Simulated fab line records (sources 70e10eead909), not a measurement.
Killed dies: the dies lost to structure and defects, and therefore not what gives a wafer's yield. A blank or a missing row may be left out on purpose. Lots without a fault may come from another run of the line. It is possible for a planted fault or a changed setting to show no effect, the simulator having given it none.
Chamber matching || flow nand-harc || pecvd-01 running NHARC_P_M0_PRE_CLEAN_31: 3 sister chambers
The step time 12 s. 3 wafers are shown with their chamber, then 8 later ones without.

== WAFERS PAIRED WITH THEIR CHAMBERS ==
{"wafer": "L084.4", "chamber": 2, "heater-power-w (W)": 594}
{"wafer": "L083.6", "chamber": 1, "heater-power-w (W)": 580}
{"wafer": "L093.1", "chamber": 0, "heater-power-w (W)": 628}

== WAFERS WITH NO CHAMBER GIVEN ==
{"wafer": "L093.3", "heater-power-w (W)": 624}
{"wafer": "L093.4", "heater-power-w (W)": 635}
{"wafer": "L097.1", "heater-power-w (W)": 699}
{"wafer": "L097.3", "heater-power-w (W)": 614}
{"wafer": "L097.6", "heater-power-w (W)": 631}
{"wafer": "L096.1", "heater-power-w (W)": 659}
{"wafer": "L096.2", "heater-power-w (W)": 637}
{"wafer": "L096.4", "heater-power-w (W)": 641}

== CHAMBER TAKEN BY EACH ==
{"wafer": "L093.3", "from the rows above": "can't be placed: 0 or 2 or 1", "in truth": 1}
{"wafer": "L093.4", "from the rows above": "can't be placed: 0 or 2 or 1", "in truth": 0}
{"wafer": "L097.1", "from the rows above": "can't be placed: 0 or 2 or 1", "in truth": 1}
{"wafer": "L097.3", "from the rows above": "can't be placed: 0 or 2 or 1", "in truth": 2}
{"wafer": "L097.6", "from the rows above": "can't be placed: 0 or 2 or 1", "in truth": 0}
{"wafer": "L096.1", "from the rows above": "can't be placed: 0 or 2 or 1", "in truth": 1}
{"wafer": "L096.2", "from the rows above": "can't be placed: 0 or 2 or 1", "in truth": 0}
{"wafer": "L096.4", "from the rows above": "can't be placed: 0 or 2 or 1", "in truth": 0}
0 of 8 placed correctly. From these rows, 8 cannot be placed; in 8 the true chamber is one of the candidates. Placed wrongly: 0.
How it was worked out, from the rows above alone: a wafer's distance from a chamber is the root of the sum, over the readings, of the square of ((its reading less the chamber's mean) divided by the reading's scatter). If the next closest chamber is less than 2 further off than the closest, the wafer can't be placed; otherwise it belongs to the closest. For every chamber, the mean is computed from those of its wafers that are shown. The scatter (one wafer shown for each chamber): square how far every hidden wafer sits from the nearest shown wafer, average those squares and take the square root.
